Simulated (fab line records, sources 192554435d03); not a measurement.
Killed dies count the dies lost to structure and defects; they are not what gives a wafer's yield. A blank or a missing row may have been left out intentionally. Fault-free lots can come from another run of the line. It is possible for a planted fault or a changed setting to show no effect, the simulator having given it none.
fab line records ; flow n5_finfet
record: lots: 6; wafers: 18; last_day: 16
route steps=1938 shown BEOL_M0@719 BEOL_M1@751 PASSIVATION@1936
lots with no fault: from the same line, run without faults
start_h: start of the lot's first displayed wafer, in hours after the record's first day ; wait_h: hours elapsed since this lot's preceding step ; " as in the row above ; L1.1+2: a single row standing in for several wafers ; - no value present, or no start provided ; * or withheld: withheld ; < > ~ a bound
route shown NAME@n: NAME is a module with steps in the file, n the number in the route of the first one ; usual: mean/standard deviation taken from wafers without a fault ; same: alike in all rows ; chamber/n: place in a boat ; sites: per-site readings ; _std_site: standard deviation of those values ; _edge_site: inner sites' mean taken away from outer sites' mean ; radius_mm: for every site, how far away it sits from the centre of the wafer ; mask NAME#n: copy n ; behind: tool/chamber where the wafer was last shaped ; hold: cause of the lot's hold/its duration in hours/its outcome ; device: the n, p or np transistor that did not switch ; end of line: at the end of the route, the tests of the same wafers ; a step with no rows: only its recipe ; killed: count of dies lost to structure and defects at first sort (not the wafer's yield) ; map: shows each die of a wafer: x if killed, . if not, _ if none is there
set.NAME: the setting that was run; set.NAME@STEP: the one run at that earlier step ; model.NAME: the simulator's own value behind a step, which no gauge read
lots at some steps of the route; a table a step, a row a wafer
services: when a tool's chamber went out of use (start_h, in hours from the record's first day, below 0 if earlier), for how many hours, and the reason
== steps ==
step: N5_BEOL_M0_WET_ETCH_106
recipe: chemistry: DHF; dilution: 10:1; temp_c: 25; target: SiO2; target_depth_a: 1300; dry: ipa_marangoni; rinse_time_s: 30; rinse_temp_c: 23
step: N5_BEOL_M0_ETCH_128
recipe: chemistry: CF4/N2; target_depth_a: 120; overetch_a: 51; target: SiCN; time_s: 21.4; ion_energy_ev: 150; pressure_mtorr: 40; source_w: 430; bias_w: 70; Ar_flow_sccm: 100; cf4_flow_sccm: 60; n2_flow_sccm: 60
step: N5_BEOL_M0_TRENCH_ETCH_107
recipe: chemistry: C4F6/O2; target_depth_a: 328; target: SiOC; time_s: 16.4; ion_energy_ev: 250; pressure_mtorr: 30; source_w: 355; bias_w: 185; Ar_flow_sccm: 300; C4F6_flow_sccm: 10; O2_flow_sccm: 10
step: N5_BEOL_M0_STRIP_142
recipe: chemistry: N2/H2; time_s: 10; power_w: 450; temp_c: 40; pressure_mtorr: 20; rf_frequency_hz: 6e+07; bias_power_w: 7; n2_flow_sccm: 200; h2_flow_sccm: 200
step: N5_BEOL_M0_OCD_MEAS_108
usual: trench_depth_nm: 32.7/0.62
lot.wafer;tool;chamber;start_h;wait_h;trench_depth_nm
L707.1;ocd-02;-;138.39;0.1;32.5
L707.3;ocd-02;-;138.39;0.1;32.5
L707.4;ocd-02;-;138.39;0.1;31.9
L714.1;ocd-02;-;178.78;0.1;31.9
L714.2;ocd-02;-;178.78;0.1;33.3
L714.5;ocd-02;-;178.78;0.1;32.2
L716.1;ocd-01;-;192.18;0.1;32.2
L716.4;ocd-01;-;192.18;0.1;32.4
L716.6;ocd-01;-;192.18;0.1;32.5
L717.1;ocd-01;-;197.26;0.1;33.3
L717.2;ocd-01;-;197.26;0.1;32.5
L717.6;ocd-01;-;197.26;0.1;31.7
L723.1;ocd-02;-;232.66;0.1;32.9
L723.3;ocd-02;-;232.66;0.1;32.0
L723.6;ocd-02;-;232.66;0.1;32.7
L725.1;ocd-01;-;242.11;0.1;34.1
L725.4;ocd-01;-;242.11;0.1;32.8
L725.6;ocd-01;-;242.11;0.1;31.9
step: N5_BEOL_M0_HM_STRIP_129
recipe: chemistry: peroxide_tin_strip; material: TiN; target_depth_a: 170; temp_c: 50; time_s: 108
step: N5_BEOL_M0_SRD_130
recipe: time_s: 30; temp_c: 23; rinse_liquid: diw; dry: ipa_marangoni
step: N5_BEOL_M0_ETCH_109
recipe: chemistry: CH3F/O2; target_depth_a: 80; overetch_a: 24; target: SiCN; time_s: 27.4; ion_energy_ev: 120; pressure_mtorr: 30; source_w: 395; bias_w: 75; Ar_flow_sccm: 150; CH3F_flow_sccm: 30; O2_flow_sccm: 20
step: N5_BEOL_M0_STRIP_139
recipe: chemistry: post_etch_residue_remover; time_s: 60; temp_c: 25; remover_ph: withheld; remover_water_wt_pct: withheld; remover_fluoride_wt_pct: withheld
step: N5_BEOL_M0_SRD_111
recipe: time_s: 30; temp_c: 23; rinse_liquid: diw; dry: ipa_marangoni
step: N5_BEOL_M0_DEGAS_112
recipe: ambient: vacuum; temp_c: 250; time_s: 60
usual: heater_power_w: 324/26
lot.wafer;tool;chamber;start_h;wait_h;heater_power_w
L707.1;pvd_sputter-02;-;139.05;0.1;284
L707.3;pvd_sputter-02;-;139.05;0.1;318
L707.4;pvd_sputter-02;-;139.05;0.1;296
L714.1;pvd_sputter-02;-;179.17;0.0;318
L714.2;pvd_sputter-02;-;179.17;0.0;318
L714.5;pvd_sputter-02;-;179.17;0.0;287
L716.1;pvd_sputter-03;-;193.11;0.5;330
L716.4;pvd_sputter-03;-;193.11;0.5;348
L716.6;pvd_sputter-03;-;193.11;0.5;365
L717.1;pvd_sputter-03;-;198.11;0.6;374
L717.2;pvd_sputter-03;-;198.11;0.6;342
L717.6;pvd_sputter-03;-;198.11;0.6;356
L723.1;pvd_sputter-02;-;233.38;0.5;289
L723.3;pvd_sputter-02;-;233.38;0.5;285
L723.6;pvd_sputter-02;-;233.38;0.5;326
L725.1;pvd_sputter-02;-;243.06;0.7;325
L725.4;pvd_sputter-02;-;243.06;0.7;316
L725.6;pvd_sputter-02;-;243.06;0.7;318
step: N5_BEOL_M0_PRE_CLEAN_113
recipe: gas: H2/He; time_s: 30; temp_c: 250
usual: heater_power_w: 324/27
lot.wafer;tool;chamber;start_h;wait_h;heater_power_w
L707.1;pvd_sputter-02;-;139.09;0.0;281
L707.3;pvd_sputter-02;-;139.09;0.0;321
L707.4;pvd_sputter-02;-;139.09;0.0;284
L714.1;pvd_sputter-02;-;179.21;0.0;322
L714.2;pvd_sputter-02;-;179.21;0.0;319
L714.5;pvd_sputter-02;-;179.21;0.0;280
L716.1;pvd_sputter-03;-;193.15;0.0;331
L716.4;pvd_sputter-03;-;193.15;0.0;354
L716.6;pvd_sputter-03;-;193.15;0.0;371
L717.1;pvd_sputter-03;-;198.15;0.0;370
L717.2;pvd_sputter-03;-;198.15;0.0;352
L717.6;pvd_sputter-03;-;198.15;0.0;342
L723.1;pvd_sputter-02;-;233.42;0.0;286
L723.3;pvd_sputter-02;-;233.42;0.0;287
L723.6;pvd_sputter-02;-;233.42;0.0;329
L725.1;pvd_sputter-02;-;243.10;0.0;325
L725.4;pvd_sputter-02;-;243.10;0.0;321
L725.6;pvd_sputter-02;-;243.10;0.0;315
step: N5_BEOL_M0_ALD_136
recipe: material: TaN; target_thk_a: *; temp_c: 275; ald_precursor_family: PDMAT; ald_co_reactant: NH3; pressure_torr: 3; carrier_flow_sccm: 1500; pulse_time_s: 2; purge_time_s: 3; co_reactant_purge_time_s: 2; co_reactant_pulse_time_s: 3; ald_cycles: 30; precursor_vessel_temp_c: 75; precursor_vessel_pressure_torr: 26.25; precursor_vessel_carrier_sccm: 1000
usual: heater_power_w: 426/27
same: pulse_time_s: 2
lot.wafer;tool;chamber;start_h;wait_h;heater_power_w;since_wet_clean_h
L707.1;ald_metal-03;3;139.16;0.0;420;1340
L707.3;ald_metal-03;2;139.16;0.0;432;1340
L707.4;ald_metal-03;1;139.16;0.0;385;1340
L714.1;ald_metal-04;3;179.34;0.1;465;2919
L714.2;ald_metal-04;1;179.34;0.1;430;2919
L714.5;ald_metal-04;3;179.34;0.1;442;-
L716.1;ald_metal-01;1;193.21;0.0;442;4472
L716.4;ald_metal-01;2;193.21;0.0;400;4472
L716.6;ald_metal-01;1;193.21;0.0;450;-
L717.1;ald_metal-01;0;198.21;0.0;463;4477
L717.2;ald_metal-01;2;198.21;0.0;398;4477
L717.6;ald_metal-01;1;198.21;0.0;444;-
L723.1;ald_metal-01;2;233.48;0.0;394;4512
L723.3;ald_metal-01;0;233.48;0.0;459;4512
L723.6;ald_metal-01;3;233.48;0.0;437;-
L725.1;ald_metal-01;0;243.18;0.1;465;4521
L725.4;ald_metal-01;1;243.18;0.1;441;4521
L725.6;ald_metal-01;3;243.18;0.1;422;-
step: N5_BEOL_M0_SURFACE_TREAT_137
recipe: gas: Ar; time_s: *; ion_energy_ev: *; ion_current_ma_cm2: 0.5; pressure_mtorr: *; ar_flow_sccm: 30
step: N5_BEOL_M0_CVD_115
recipe: material: Co; target_thk_a: *; temp_c: withheld; precursor: CCTBA/H2; pressure_torr: 30; time_s: 120
step: N5_BEOL_M0_SPUTTER_116
recipe: material: Cu; target_thk_a: 40; temp_c: -20; chamber_pressure_pa: 0.07; power_w: withheld; time_s: 7.37
step: N5_BEOL_M0_ANNEAL_117
recipe: temp_c: 400; time_s: 60; ambient: vacuum
step: N5_BEOL_M0_SPUTTER_132
recipe: material: Cu; target_thk_a: 40; temp_c: -20; chamber_pressure_pa: 0.07; power_w: withheld; time_s: 7.37
step: N5_BEOL_M0_ANNEAL_133
recipe: temp_c: 400; time_s: 60; ambient: vacuum
step: N5_BEOL_M0_SPUTTER_134
recipe: material: Cu; target_thk_a: 40; temp_c: -20; chamber_pressure_pa: 0.07; power_w: withheld; time_s: 7.37
step: N5_BEOL_M0_ANNEAL_135
recipe: temp_c: 400; time_s: 60; ambient: vacuum
usual: heater_power_w: 796/63
lot.wafer;tool;chamber;start_h;wait_h;heater_power_w
L707.1;pvd_sputter-01;-;139.89;0.0;823
L707.3;pvd_sputter-01;-;139.89;0.0;818
L707.4;pvd_sputter-01;-;139.89;0.0;804
L714.1;pvd_sputter-02;-;180.35;0.0;713
L714.2;pvd_sputter-02;-;180.35;0.0;803
L714.5;pvd_sputter-02;-;180.35;0.0;703
L716.1;pvd_sputter-03;-;194.13;0.0;823
L716.4;pvd_sputter-03;-;194.13;0.0;932
L716.6;pvd_sputter-03;-;194.13;0.0;715
L717.1;pvd_sputter-02;-;199.15;0.0;820
L717.2;pvd_sputter-02;-;199.15;0.0;708
L717.6;pvd_sputter-02;-;199.15;0.0;725
L723.1;pvd_sputter-02;-;235.72;0.0;721
L723.3;pvd_sputter-02;-;235.72;0.0;716
L723.6;pvd_sputter-02;-;235.72;0.0;718
L725.1;pvd_sputter-01;-;244.90;0.0;817
L725.4;pvd_sputter-01;-;244.90;0.0;799
L725.6;pvd_sputter-01;-;244.90;0.0;747
step: N5_BEOL_M0_SPUTTER_141
recipe: material: Cu; target_thk_a: 40; temp_c: -20; chamber_pressure_pa: 0.07; power_w: withheld; time_s: 7.37
step: N5_BEOL_M0_ECD_118
recipe: material: Cu; target_thk_a: 3000
step: N5_BEOL_M0_ANNEAL_119
recipe: temp_c: 225; time_s: 90; ambient: N2
step: N5_BEOL_M0_CMP_120
recipe: stop_on: SiOC; t_overpolish_s: 6.9; down_force_psi: 1; platen_rpm: 50; clearing_platen_down_force_psi: 1.5; clearing_platen_rpm: 50; post_cmp_clean: cu_alkaline; clearing_platen_pad_velocity_m_s: 0.99484; pad_velocity_m_s: 0.99484
step: N5_BEOL_M0_PRE_CLEAN_131
recipe: gas: NH3/H2; time_s: 15; temp_c: *; rf_power_w: 300
usual: heater_power_w: 86/17
lot.wafer;tool;chamber;start_h;wait_h;heater_power_w;since_wet_clean_h
L707.1;cvd_co-02;1;140.94;0.0;90;4
L707.3;cvd_co-02;0;140.94;0.0;104;901
L707.4;cvd_co-02;0;140.94;0.0;102;-
L714.1;cvd_co-02;0;181.32;0.0;102;941
L714.2;cvd_co-02;1;181.32;0.0;89;45
L714.5;cvd_co-02;2;181.32;0.0;63;-
L716.1;cvd_co-02;2;195.00;0.0;62;496
L716.4;cvd_co-02;2;195.00;0.0;61;-
L716.6;cvd_co-02;0;195.00;0.0;104;-
L717.1;cvd_co-01;0;200.01;0.0;66;741
L717.2;cvd_co-01;1;200.01;0.0;108;1179
L717.6;cvd_co-01;0;200.01;0.0;65;-
L723.1;cvd_co-01;0;236.58;0.0;70;778
L723.3;cvd_co-01;2;236.58;0.0;89;319
L723.6;cvd_co-01;2;236.58;0.0;88;-
L725.1;cvd_co-01;1;245.76;0.0;106;1224
L725.4;cvd_co-01;2;245.76;0.0;88;-
L725.6;cvd_co-01;0;245.76;0.0;68;-
step: N5_BEOL_M0_CO_CAP_123
recipe: material: Co; target_thk_a: 20; temp_c: 200; precursor: CCTBA/H2; pressure_torr: 30; time_s: 102.1
usual: heater_power_w: 238/21
lot.wafer;tool;chamber;start_h;wait_h;heater_power_w;since_wet_clean_h
L707.1;cvd_co-02;1;140.98;0.0;244;4
L707.3;cvd_co-02;0;140.98;0.0;257;901
L707.4;cvd_co-02;0;140.98;0.0;258;-
L714.1;cvd_co-02;0;181.36;0.0;259;941
L714.2;cvd_co-02;1;181.36;0.0;245;45
L714.5;cvd_co-02;2;181.36;0.0;212;-
L716.1;cvd_co-02;2;195.06;0.0;213;496
L716.4;cvd_co-02;2;195.06;0.0;206;-
L716.6;cvd_co-02;0;195.06;0.0;252;-
L717.1;cvd_co-01;0;200.05;0.0;211;741
L717.2;cvd_co-01;1;200.05;0.0;260;1179
L717.6;cvd_co-01;0;200.05;0.0;215;-
L723.1;cvd_co-01;0;236.62;0.0;216;778
L723.3;cvd_co-01;2;236.62;0.0;246;319
L723.6;cvd_co-01;2;236.62;0.0;242;-
L725.1;cvd_co-01;1;245.80;0.0;259;1224
L725.4;cvd_co-01;2;245.80;0.0;245;-
L725.6;cvd_co-01;0;245.80;0.0;210;-
step: N5_BEOL_M0_PRE_CLEAN_124
recipe: gas: NH3; time_s: 15; temp_c: withheld; rf_power_w: 300
step: N5_BEOL_M0_DEP_125
recipe: material: SiCN; target_thk_a: 80; temp_c: withheld; precursor: 3MS/NH3; pressure_torr: 3; rf_w: 202; time_s: 14
step: N5_BEOL_M0_RS_MEAS_126
recipe: thk_meas_gauge: four-point-probe; reads: Co_of_BEOL_M0_CO_CAP_123+Cu_of_BEOL_M0_ECD_118+Co_of_BEOL_M0_CVD_115+TaN_of_BEOL_M0_ALD_136
usual: M0_RS: 0.533/0.019
lot.wafer;tool;chamber;start_h;wait_h;M0_RS[ohm/sq]
L707.1;film_metro-01;-;141.16;0.0;0.546
L707.3;film_metro-01;-;141.16;0.0;0.573
L707.4;film_metro-01;-;141.16;0.0;0.535
L714.1;film_metro-01;-;181.54;0.0;0.535
L714.2;film_metro-01;-;181.54;0.0;0.541
L714.5;film_metro-01;-;181.54;0.0;0.527
L716.1;film_metro-01;-;195.28;0.0;0.529
L716.4;film_metro-01;-;195.28;0.0;0.528
L716.6;film_metro-01;-;195.28;0.0;0.533
L717.1;film_metro-02;-;200.23;0.0;0.549
L717.2;film_metro-02;-;200.23;0.0;0.550
L717.6;film_metro-02;-;200.23;0.0;0.532
L723.1;film_metro-01;-;236.81;0.0;0.509
L723.3;film_metro-01;-;236.81;0.0;0.529
L723.6;film_metro-01;-;236.81;0.0;0.506
L725.1;film_metro-01;-;245.99;0.0;0.540
L725.4;film_metro-01;-;245.99;0.0;0.506
L725.6;film_metro-01;-;245.99;0.0;0.507
step: N5_BEOL_M1_ILD_DEP_00
recipe: material: SiOC; target_thk_a: 790; temp_c: 350; precursor: DEMS/O2; pressure_torr: 5; rf_w: 500; time_s: 15.3
step: N5_BEOL_M1_THK_MEAS_01
recipe: reads: SiOC_of_BEOL_M1_ILD_DEP_00
usual: M1_ILD_THK: 78.9/0.99
lot.wafer;tool;chamber;start_h;wait_h;M1_ILD_THK[nm]
L707.1;film_metro-01;-;141.29;0.0;78.2
L707.3;film_metro-01;-;141.29;0.0;79.1
L707.4;film_metro-01;-;141.29;0.0;79.2
L714.1;film_metro-02;-;181.67;0.0;78.5
L714.2;film_metro-02;-;181.67;0.0;78.7
L714.5;film_metro-02;-;181.67;0.0;79.4
L716.1;film_metro-02;-;195.41;0.0;79.2
L716.4;film_metro-02;-;195.41;0.0;80.4
L716.6;film_metro-02;-;195.41;0.0;78.9
L717.1;film_metro-01;-;200.36;0.0;78.2
L717.2;film_metro-01;-;200.36;0.0;77.6
L717.6;film_metro-01;-;200.36;0.0;80.3
L723.1;film_metro-01;-;236.94;0.0;78.5
L723.3;film_metro-01;-;236.94;0.0;79.0
L723.6;film_metro-01;-;236.94;0.0;79.9
L725.1;film_metro-02;-;246.13;0.1;77.7
L725.4;film_metro-02;-;246.13;0.1;80.3
L725.6;film_metro-02;-;246.13;0.1;79.7
step: N5_BEOL_M1_PECVD_72
recipe: material: SiO2; target_thk_a: 160; temp_c: 400; precursor: TEOS/O2; pressure_torr: 5.5; rf_w: 450; teos_flow_sccm: 53.8; gas: O2; flow_sccm: 3000; time_s: 18
step: N5_BEOL_M1_HM_DEP_02
recipe: material: TiN; target_thk_a: 200; temp_c: 25; chamber_pressure_pa: 0.49996
step: N5_BEOL_M1_COAT_61
recipe: resist: SOC; temp_c: 250; time_s: 60; spin_rpm: 1500; resist_thk_nm: 60
step: N5_BEOL_M1_COAT_62
recipe: resist: SiARC; temp_c: 220; time_s: 60; spin_rpm: 1500; resist_thk_nm: 12
step: N5_BEOL_M1_COAT_73
recipe: resist: underlayer; temp_c: 205; time_s: 60; spin_rpm: 1500; resist_thk_nm: 5
step: N5_BEOL_M1_COAT_05
recipe: resist: CAR-EUV; spin_rpm: 1500; resist_thk_nm: 30
step: N5_BEOL_M1_EBR_07
recipe: solvent: PGMEA; ebr_width_mm: 1.5
step: N5_BEOL_M1_SOFTBAKE_06
recipe: temp_c: 110; time_s: 60; resist: CAR-EUV
step: N5_PASSIVATION_PROBE_49
usual: defect_limited_yield: 90.9/1.5; killed_at_M0_to_M3: 36/9.9; killed_at_M4_up: 13/4.5; killed_at_contacts: 13/6.4; killed_at_front_end: 42/12; killed_at_other: 3.4/3; killed_dies: 107/18; killed_on_rim: 14/4.3; killed_open: 69/13; killed_short: 35/8.2; sort_bin_5_function: 5.3/1.1; sort_bin_6_memory: 3.4/0.69; sort_n_pass: 1073/18; sort_yield_pct: 90.9/1.5
same: gross_dies: 1180; killed_at_back_side: 0; sort_bin_4_leakage[%]: 0; sort_bin_8_speed[%]: 0
lot.wafer;tool;chamber;start_h;wait_h;defect_limited_yield[%];killed_at_M0_to_M3;killed_at_M4_up;killed_at_contacts;killed_at_front_end;killed_at_other;killed_dies;killed_on_rim;killed_open;killed_short;sort_bin_5_function[%];sort_bin_6_memory[%];sort_n_pass;sort_yield_pct[%]
L714.1;prober-02;-;331.58;0.0;88.5;45;12;11;67;1;136;11;87;45;6.4;4.9;1044;88.5
L714.2;prober-02;-;331.63;0.1;92.5;24;21;7;34;2;88;13;54;31;4.4;2.6;1092;92.5
L714.5;prober-02;-;331.78;0.2;91.4;23;12;9;58;0;102;14;69;31;4.2;4.0;1078;91.4
L716.1;prober-01;-;331.58;0.0;91.5;41;21;3;35;0;100;10;75;24;5.8;2.4;1080;91.5
L716.4;prober-01;-;331.73;0.2;93.1;26;23;2;30;1;82;12;62;19;4.2;2.5;1098;93.1
L716.6;prober-01;-;331.83;0.3;90.3;33;21;11;48;1;114;19;84;28;5.6;3.7;1066;90.3
L723.1;prober-01;-;376.81;0.8;80.0;146;16;8;64;2;236;32;89;43;11.9;5.4;944;80.0
L723.3;prober-01;-;376.91;0.9;82.8;130;15;4;54;0;203;33;84;33;10.7;4.5;977;82.8
L723.6;prober-01;-;377.06;1.0;84.1;94;18;15;59;2;188;40;79;44;9.6;4.3;992;84.1
L725.1;prober-01;-;391.63;0.0;81.5;127;17;14;55;5;218;29;87;36;10.8;5.3;962;81.5
L725.4;prober-01;-;391.78;0.2;84.7;136;17;4;23;1;181;19;41;23;9.9;3.2;999;84.7
L725.6;prober-01;-;391.88;0.3;88.9;74;17;9;29;2;131;26;46;30;7.5;2.4;1049;88.9
killed by level:class
L714.1 FIN_SAQP:geometric_particle:open=18 STI_FIN_REVEAL:geometric_particle:open=17 BEOL_M0_SAQP:geometric_particle:open=13 FIN_SAQP:geometric_particle:short=12 BEOL_M0_SAQP:geometric_particle:short=12 MOL_CONTACT_COAG:geometric_particle:open=8 DUMMY_GATE:geometric_particle:open=5 GATE_CUT:geometric_particle:short=5
L716.1 BEOL_M2:geometric_particle:open=17 FIN_SAQP:geometric_particle:open=11 BEOL_M3:geometric_particle:open=10 BEOL_M4:geometric_particle:open=10 FIN_SAQP:geometric_particle:short=6 BEOL_M0:geometric_particle:open=4 BEOL_M5:geometric_particle:open=4 STI_FIN_REVEAL:geometric_particle:open=3
L714.2 FIN_SAQP:geometric_particle:short=9 BEOL_M0_SAQP:geometric_particle:open=8 BEOL_M4:geometric_particle:open=8 BEOL_M0_SAQP:geometric_particle:short=6 BEOL_M5:geometric_particle:open=6 FIN_SAQP:geometric_particle:open=5 MOL_CONTACT_COAG:geometric_particle:open=5 GATE_CUT:geometric_particle:short=4
L716.4 BEOL_M4:geometric_particle:open=12 FIN_SAQP:geometric_particle:open=10 STI_FIN_REVEAL:geometric_particle:open=8 BEOL_M3:geometric_particle:open=7 BEOL_M0_SAQP:geometric_particle:short=6 BEOL_M0_SAQP:geometric_particle:open=5 BEOL_M5:geometric_particle:open=5 BEOL_M1:geometric_particle:open=4
L714.5 FIN_SAQP:geometric_particle:open=14 FIN_SAQP:geometric_particle:short=11 BEOL_M4:geometric_particle:open=10 STI_FIN_REVEAL:geometric_particle:open=9 MOL_CONTACT_COAG:geometric_particle:open=8 DUMMY_GATE:geometric_particle:open=7 STI_FIN_REVEAL:geometric_particle:short=4 BEOL_M3:geometric_particle:open=4
L716.6 FIN_SAQP:geometric_particle:open=17 BEOL_M1:geometric_particle:open=10 MOL_CONTACT_COAG:geometric_particle:open=9 BEOL_M2:geometric_particle:open=7 BEOL_M4:geometric_particle:open=7 STI_FIN_REVEAL:geometric_particle:open=6 BEOL_M5:geometric_particle:open=6 FIN_SAQP:geometric_particle:short=5
L723.1 BEOL_M0:unspecified=101 FIN_SAQP:geometric_particle:open=20 GATE_CUT:geometric_particle:short=15 STI_FIN_REVEAL:geometric_particle:open=13 BEOL_M2:geometric_particle:open=10 BEOL_M1:geometric_particle:open=7 BEOL_M0:geometric_particle:open=7 BEOL_M4:geometric_particle:open=7
L723.3 BEOL_M0:unspecified=84 STI_FIN_REVEAL:geometric_particle:open=18 BEOL_M3:geometric_particle:open=15 BEOL_M2:geometric_particle:open=11 FIN_SAQP:geometric_particle:open=8 FIN_SAQP:geometric_particle:short=6 BEOL_M4:geometric_particle:open=6 GATE_CUT:geometric_particle:short=5
L723.6 BEOL_M0:unspecified=62 FIN_SAQP:geometric_particle:open=16 MOL_CONTACT_COAG:geometric_particle:open=11 BEOL_M5:geometric_particle:open=9 FIN_SAQP:geometric_particle:short=7 DUMMY_GATE:geometric_particle:open=6 STI_FIN_REVEAL:geometric_particle:open=5 GATE_CUT:geometric_particle:short=5
L725.1 BEOL_M0:unspecified=91 FIN_SAQP:geometric_particle:open=25 FIN_SAQP:geometric_particle:short=18 BEOL_M3:geometric_particle:open=14 MOL_CONTACT_COAG:geometric_particle:open=12 BEOL_M4:geometric_particle:open=11 BEOL_M2:geometric_particle:open=7 BEOL_M0_SAQP:geometric_particle:open=4
L725.4 BEOL_M0:unspecified=115 BEOL_M4:geometric_particle:open=9 FIN_SAQP:geometric_particle:open=7 BEOL_M0_SAQP:geometric_particle:open=6 BEOL_M0_SAQP:geometric_particle:short=6 FIN_SAQP:geometric_particle:short=5 DUMMY_GATE:geometric_particle:open=3 MOL_CONTACT_COAG:geometric_particle:open=3
L725.6 BEOL_M0:unspecified=54 FIN_SAQP:geometric_particle:short=10 BEOL_M4:geometric_particle:open=8 FIN_SAQP:geometric_particle:open=7 MOL_CONTACT_COAG:geometric_particle:open=7 BEOL_M2:geometric_particle:open=6 DUMMY_GATE:geometric_particle:open=4 BEOL_M3:geometric_particle:short=4
map L723.1 (x killed, . not)
_________________............________________
______________......xx......xx.._____________
___________.x..............x.......__________
__________...................xx....._________
________.x..x....x.x...............x.._______
_______.......x...............x........______
______......x.x...............x..x......_____
_____...x................x.x...x...x.....____
____.x..xx...........................xx...___
___x.....x.......x...........x.............__
___.......x...................x.....x.x...x__
__...x.....xx.x...x.......x................x_
__.....x......x.x...x.x........x.xx........._
_..............x...............x.x...x.....x.
_.......x..x.............x........xx.........
_......x...x...................x...x.........
_..x.....x......x..................x.......x.
_...........xx..x.......x.....xxx...x........
_............x...x.......x.......x..x.xx.....
_...............................x....x.......
_xx...x...x..x...x.............x.......x.....
__.....xxxxxxxx....x....x.......x....x......_
__....x..xx..xx.....................x.x..x.._
___x.xxxxxxxxxxx.x....xx.....x.......x..x..__
___..xxxxxxxxxxxx.x.........x..............__
____xxxxxxxxxxxxx.x.........x.........x...___
_____xxxxxxxxxxxxxx..x...xx.............x____
______xxxxxxxxxxx.x..x..x.x....x........_____
_______xxxxxxxxxx..x..x...............x______
________xxxxxxx.x.x.........x........._______
__________xxxxx.........x......xx..._________
___________xx.xx...................__________
______________....x............._____________
_________________........x...________________
map L725.1 (x killed, . not)
_________________............________________
______________.x..........x..x.._____________
___________.x.x..x.....x......x....__________
__________.......x.....x.x.........._________
________.............x...x.x...x......_______
_______..............x..x............x.______
______...........x.............xx.....x._____
_____..x............xx...............x...____
____................x..................xxx___
___...............x..x............x.xxxxxxx__
___........x.x.......................xxxxxx__
__......x...xx..xx.....x........x.xxx.xxxxxx_
__.........x.x.....x..x.....xx....xxxxxxxxxx_
_.......x........x...........x..xxx.xxxxxxxxx
_..........x.............x........xxxxxxxxxxx
_........x..x..x................x..xxxxxxxxxx
_..................x................x.xxxxxxx
_.......................x.x...x.....x.x.xxxxx
_..........x.........x..x.x........x.x...xxxx
_x...x.......xx...x......xx..............xxx.
_........................................xx..
__........x...........x.......xx..x..x..x..._
__......x......x....x............x.....x...x_
___.....xx.......x.............x..xx.......__
___...........x......xx..........x.....x...__
____....................x.x....xx.x.......___
_____.....x.............x.x..x...........____
______....x........................x.x.._____
_______x...........x....x.....x.x......______
________.x.x....................x....x_______
__________x.......xx..........x..x.._________
___________..x.x..xx..............x__________
______________.................._____________
_________________............________________
== services ==
tool;chamber;start_h;hours;kind
cvd_co-02;-;123.56;6.9;pm
pvd_sputter-02;-;124.06;2.1;repair
cvd_co-02;-;130.46;2.8;pm
cvd_co-01;-;134.02;1.2;repair
ald_metal-04;-;156.82;2.9;repair
cvd_co-02;1;187.00;10.4;repair
cvd_co-01;0;211.71;6.2;repair
ald_metal-04;-;223.20;0.6;repair
ald_metal-03;0;231.60;2.0;repair
== key ==
first_sign: step: N5_PASSIVATION_PROBE_49; reading: killed_at_M0_to_M3; direction: up; sigmas: 8.3; usual: 36; struck: 118
effect: step: N5_PASSIVATION_PROBE_49; reading: defect_limited_yield; direction: down; sigmas: 4.7; usual: 90.9; struck: 83.7
more_kills_born_at: N5_BEOL_M0_ALD_136@ald_metal-01: 507
met_at N5_BEOL_M0_ALD_136
struck_wafers L723.1,L723.3,L723.6,L725.1,L725.4,L725.6
onset_between 198.21 233.48
also_fits time
fault: kind: chamber_particle_source; tool: ald_metal-01; chamber: -; onset_h: 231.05; steps: N5_BEOL_M0_ALD_136; rate_per_visit_cm2: 0.87486; end_h: 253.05
